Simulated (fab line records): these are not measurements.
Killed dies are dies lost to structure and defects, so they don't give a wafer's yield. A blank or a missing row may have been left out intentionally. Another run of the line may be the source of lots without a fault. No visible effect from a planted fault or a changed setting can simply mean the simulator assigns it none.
Matching of chambers | flow n5Finfet | N5_FIN_CUT_CUT_ETCH_15 on rieSi-03: 4 sister chambers
The step etches Si in HBr/Cl2/O2, target depth 100 nm, bt time 10 s, time 42.4 s. 4 wafers are shown with their chamber, then 7 later ones without.

## WAFERS WITH THEIR CHAMBER
wafer  | chamber | oesProductAu (a.u.)
L077.2 | 3       | 1.001
L083.5 | 2       | 1.000
L089.1 | 1       | 0.996
L089.2 | 0       | 1.005

## WAFERS WITHOUT THEIR CHAMBER
wafer  | oesProductAu (a.u.)
L089.4 | 0.982
L091.1 | 1.002
L091.3 | 0.990
L091.6 | 1.000
L097.1 | 0.998
L097.2 | 0.985
L097.4 | 1.003

## CHAMBER TAKEN BY EACH
wafer  | from the rows above               | in truth
L089.4 | can't be placed: 1 or 2 or 3 or 0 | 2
L091.1 | can't be placed: 3 or 2 or 0 or 1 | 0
L091.3 | can't be placed: 1 or 2 or 3 or 0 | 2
L091.6 | can't be placed: 2 or 3 or 1 or 0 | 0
L097.1 | can't be placed: 1 or 2 or 3 or 0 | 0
L097.2 | can't be placed: 1 or 2 or 3 or 0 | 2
L097.4 | can't be placed: 0 or 3 or 2 or 1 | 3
0 of 7 placed correctly. Not placeable from these rows: 7 (in 7, the candidates include the true chamber). Placed wrongly: 0.
How it was worked out, from the rows above alone: a wafer's distance from a chamber is the root of the sum, over the readings, of the square of ((its reading less the chamber's mean) divided by the reading's scatter). If the next closest chamber is less than 2 further off than the closest, the wafer can't be placed; otherwise it belongs to the closest. A chamber's mean is the mean of its shown wafers. The scatter (one wafer shown for each chamber): square how far every hidden wafer sits from the nearest shown wafer, average those squares and take the square root.
